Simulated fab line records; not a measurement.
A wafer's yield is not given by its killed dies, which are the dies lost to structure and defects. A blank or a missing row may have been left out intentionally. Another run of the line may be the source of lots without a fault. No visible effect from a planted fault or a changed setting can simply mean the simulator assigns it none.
Chamber matching | flow n5-finfet | ald-metal-01 running N5_BEOL_M6_ALD_77: 4 sister chambers
The step deposits TaN, target thk 2 nm, pulse time 2 s, purge time 3 s. 8 wafers are shown with their chamber, then 8 later ones without.

== WAFERS WITH THEIR CHAMBER ==
wafer  | chamber | heater-power-w (W)
L080.3 | 0       | 360
L080.5 | 3       | 353
L083.2 | 3       | 348
L083.3 | 0       | 351
L083.4 | 2       | 372
L086.5 | 1       | 383
L086.6 | 2       | 413
L088.2 | 1       | 388

== WAFERS MISSING THEIR CHAMBER ==
wafer  | heater-power-w (W)
L088.5 | 346
L088.6 | 331
L091.1 | 322
L091.2 | 341
L091.3 | 381
L082.1 | 339
L082.3 | 406
L082.6 | 379

== THE CHAMBER EACH PASSED THROUGH ==
wafer  | from the rows above               | in truth
L088.5 | can't be placed: 3 or 0           | 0
L088.6 | can't be placed: 3 or 0           | 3
L091.1 | can't be placed: 3 or 0           | 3
L091.2 | can't be placed: 3 or 0           | 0
L091.3 | can't be placed: 1 or 2 or 0 or 3 | 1
L082.1 | can't be placed: 3 or 0           | 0
L082.3 | can't be placed: 2 or 1           | 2
L082.6 | can't be placed: 1 or 2 or 0 or 3 | 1
0 of 8 placed correctly. Not placeable from these rows: 8 (in 8, the candidates include the true chamber). Number placed wrongly: 0.
How it was worked out, from the rows above alone: a wafer's distance from a chamber is the root of the sum, over the readings, of the square of ((its reading less the chamber's mean) divided by the reading's scatter). If the next closest chamber is less than 2 further off than the closest, the wafer can't be placed; otherwise it belongs to the closest. Each chamber's mean is taken over the wafers shown for it. How the scatter is found: for the shown wafers, subtract from each reading the mean of its chamber, square and add these, divide the total by (wafers less chambers), then take the root.
